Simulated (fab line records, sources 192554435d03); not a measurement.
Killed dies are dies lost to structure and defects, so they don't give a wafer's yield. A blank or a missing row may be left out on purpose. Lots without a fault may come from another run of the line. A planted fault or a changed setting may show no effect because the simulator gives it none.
Chamber matching | flow n5_finfet | N5_BEOL_M7_ILD_DEP_00 on pecvd-04: 3 sister chambers
The step deposits SiCOH lowk from DEMS/porogen, target thk 179.75 nm, time 33.4 s. 22 wafers are shown with their chamber, then 11 later ones without.

WAFERS WITH THEIR CHAMBER
wafer  | chamber | showerhead_vpp_V (V) | throttle_valve_pct (%) | heater_power_w (W)
L074.1 | 2       | 1365                 | 13.7                   | 264
L074.2 | 1       | 1548                 | 15.2                   | 302
L074.3 | 0       | 1324                 | 12.8                   | 270
L078.2 | 2       | 1360                 | 13.4                   | 289
L078.4 | 0       | 1346                 | 12.8                   | 277
L078.6 | 1       | 1524                 | 15.2                   | 310
L079.3 | 2       | 1362                 | 13.6                   | 289
L079.4 | 2       | 1362                 | 13.3                   | 286
L079.5 | 1       | 1501                 | 15.4                   | 264
L085.4 | 0       | 1352                 | 12.9                   | 269
L085.5 | 1       | 1519                 | 15.0                   | 287
L085.6 | 2       | 1344                 | 13.8                   | 277
L083.2 | 2       | 1334                 | 13.7                   | 292
L083.3 | 1       | 1526                 | 15.4                   | 337
L083.4 | 2       | 1362                 | 13.7                   | 293
L088.3 | 2       | 1360                 | 13.8                   | 270
L088.5 | 0       | 1357                 | 13.0                   | 249
L088.6 | 1       | 1540                 | 15.0                   | 346
L090.1 | 0       | 1365                 | 13.0                   | 276
L090.4 | 2       | 1341                 | 13.9                   | 242
L090.6 | 0       | 1348                 | 13.0                   | 280
L092.2 | 1       | 1518                 | 15.0                   | 316

SIGNATURES (means of the wafers above)
reading            | chamber 0 | chamber 1 | chamber 2 | scatter within a chamber
showerhead_vpp_V   | 1348.67   | 1525.14   | 1354.44   | 13.4
throttle_valve_pct | 12.917    | 15.171    | 13.656    | 0.169
heater_power_w     | 270.17    | 308.86    | 278.00    | 20.1
Rule: a wafer's distance from a chamber is the root of the sum, over the readings, of the square of ((its reading less the chamber's mean) divided by the reading's scatter). The wafer belongs to the nearest chamber; if the next one is less than 2 further off, it can't be placed. The scatter: the root of (the sum of the squares of (reading less its chamber's mean) over the shown wafers, divided by (wafers less chambers)).

WAFERS WITHOUT THEIR CHAMBER
wafer  | showerhead_vpp_V (V) | throttle_valve_pct (%) | heater_power_w (W)
L092.4 | 1345                 | 13.6                   | 300
L092.5 | 1372                 | 12.7                   | 281
L093.2 | 1335                 | 12.8                   | 258
L093.3 | 1341                 | 14.1                   | 251
L093.4 | 1534                 | 15.3                   | 298
L095.2 | 1517                 | 15.4                   | 345
L095.5 | 1351                 | 14.0                   | 265
L095.6 | 1532                 | 15.3                   | 261
L081.1 | 1394                 | 14.0                   | 297
L081.4 | 1358                 | 13.0                   | 279
L081.5 | 1494                 | 15.2                   | 328

WHICH CHAMBER EACH WENT THROUGH
wafer  | from the rows above | in truth
L092.4 | 2                   | 2
L092.5 | 0                   | 0
L093.2 | 0                   | 0
L093.3 | 2                   | 2
L093.4 | 1                   | 1
L095.2 | 1                   | 1
L095.5 | 2                   | 2
L095.6 | 1                   | 1
L081.1 | 2                   | 2
L081.4 | 0                   | 0
L081.5 | 1                   | 1
Placed correctly: 11 of 11. Can't be placed from these rows: 0. Placed wrongly: 0.
